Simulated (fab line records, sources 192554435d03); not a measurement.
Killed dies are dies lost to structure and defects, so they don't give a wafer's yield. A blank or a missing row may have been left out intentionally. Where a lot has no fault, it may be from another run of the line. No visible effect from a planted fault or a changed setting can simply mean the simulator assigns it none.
A struck lot beside a sound one || flow n5_finfet || 16 out of 1938 route steps
Sound: the wafers L822.3, L822.4, L822.6. Wafers struck: L826.2, L826.3, L826.4. The cause is named last.
Per side, at each step with rows, come the tool, then ch with its chambers, and then its first start. Under that, the readings that differ: sound wafers || struck wafers || difference of the means || sigmas: that difference in standard deviations of wafers without a fault.
alike: same words and numbers on both sides, and readings whose means sit less than 2 such deviations apart. not compared: any withheld reading, any reading some wafer has no value for, any bound like >300 that may hide the same value, and any number with overlapping values for which the record gives no deviation.
Wherever a step has rows on one side only, a row that says differs or no value, or a row with sigmas, the two part there. When numbers do not overlap yet have no deviation, they are printed without sigmas and do not part them. A reading that every wafer of one side lacks parts them only if that side has two wafers or more.

first, 4 steps without rows for these wafers: N5_BEOL_M9_SOFTBAKE_06 (time 60 s); N5_BEOL_M9_EXPOSE_08 (exposes mask M9); N5_BEOL_M9_PEB_09 (peb time 60 s); N5_BEOL_M9_DEVELOP_10 (develop time 30 s).
N5_BEOL_M9_CD_MEAS_11: the cd target is 64.1 nm.
  sound on cd_sem-02 ch 0, day 13 14:12; struck on cd_sem-03 ch 0, day 14 09:31
  alike: cd_nm
N5_BEOL_M9_OVL_MEAS_12:
  sound on overlay-02 ch 0, day 13 14:14; struck on overlay-01 ch 0, day 14 09:33
  alike: M9_OVL
N5_BEOL_M9_INSPECT_13: inspects for defects (brightfield).
  struck on defect_inspect-02, day 14 09:35; sound on defect_inspect-02, day 13 14:15
  alike: raw_defect_count
N5_BEOL_M9_DESCUM_16: chemistry O2, time 7.9 s.
  sound on rie_diel-04 ch 1,3, day 13 14:39; struck on rie_diel-02 ch 0,2,3, day 14 09:50
  alike: bias_power_w, drypump_motor_current_A, oes_product_au, rf_vpp_V, showerhead_plenum_p_Torr, throttle_valve_pct
  not compared: rf_hours_counter_h
N5_BEOL_M9_ETCH_61: etches SiARC in CF4, target depth 39 nm, time 65 s.
  sound on rie_diel-04 ch 1,3, day 13 14:41; struck on rie_diel-02 ch 0,2,3, day 14 09:52
  alike: drypump_motor_current_A, etch_rf_on_time_s, oes_product_au, rf_vpp_V, showerhead_plenum_p_Torr, throttle_valve_pct
  not compared: rf_hours_counter_h
N5_BEOL_M9_ETCH_62: etches SOC in N2/H2, target depth 110 nm, overetch 22 nm, time 165 s.
  sound on rie_diel-04 ch 1,3, day 13 14:44; struck on rie_diel-02 ch 0,2,3, day 14 09:55
  alike: drypump_motor_current_A, oes_product_au, rf_vpp_V, showerhead_plenum_p_Torr, throttle_valve_pct
  not compared: rf_hours_counter_h
then, 1 step without rows for these wafers: N5_BEOL_M9_STRIP_68 (strips in N2/H2).
N5_BEOL_M9_STRIP_67: strips in CF4.
  sound on rie_diel-04 ch 1,3, day 13 14:53; struck on rie_diel-02 ch 0,2,3, day 14 10:04
  alike: bias_power_w, drypump_motor_current_A, oes_product_au, rf_vpp_V, showerhead_plenum_p_Torr, throttle_valve_pct
  not compared: rf_hours_counter_h
N5_BEOL_M9_HM_OPEN_17: chemistry Cl2/BCl3, target TiN, target depth 20 nm, overetch 6 nm.
  sound on rie_metal-01 ch 0,1, day 13 14:57; struck on rie_metal-02 ch 0,1, day 14 10:06
  no value came back on the struck wafers for any of 6 readings (bcl3_flow_sccm (sccm), bias_w (W) and others); on the sound wafers bcl3_flow_sccm (sccm) reads 21.82 21.92 21.83
{"reading": "model.SOC_of_BEOL_M9_COAT_59.thk_nm (nm)", "sound": "91.4 92.2 91.4", "struck": "100 99.8 100", "difference": "+8", "sigmas": ""}
  not compared: rf_hours_counter_h
N5_BEOL_M9_STRIP_19: strips in O2.
  sound on rie_diel-04 ch 0,1,2, day 13 15:04; struck on rie_diel-02 ch 0,2,3, day 14 10:13
  alike: drypump_motor_current_A, oes_product_au, rf_vpp_V, showerhead_plenum_p_Torr, throttle_valve_pct
  not compared: rf_hours_counter_h
N5_BEOL_M9_CD_MEAS_18: pitch 140 nm, target cd 70 nm.
  struck on cd_sem-03, day 14 10:17; sound on cd_sem-02, day 13 15:09
{"reading": "cd_nm (nm)", "sound": "70.8 69.2 71.7", "struck": "- - -", "difference": "no value on the struck wafers", "sigmas": ""}
then, 1 step without rows for these wafers: N5_BEOL_M9_COAT_63 (time 60 s, resist thk 60 nm).

== WHERE THEY PART ==
Earliest at N5_BEOL_M9_HM_OPEN_17; latest, in this record, at N5_BEOL_M9_CD_MEAS_18.

WHY: the cause the simulator had injected
Step skipped in full: rie_metal-02, at N5_BEOL_M9_HM_OPEN_17, from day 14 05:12 onward. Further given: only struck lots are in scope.
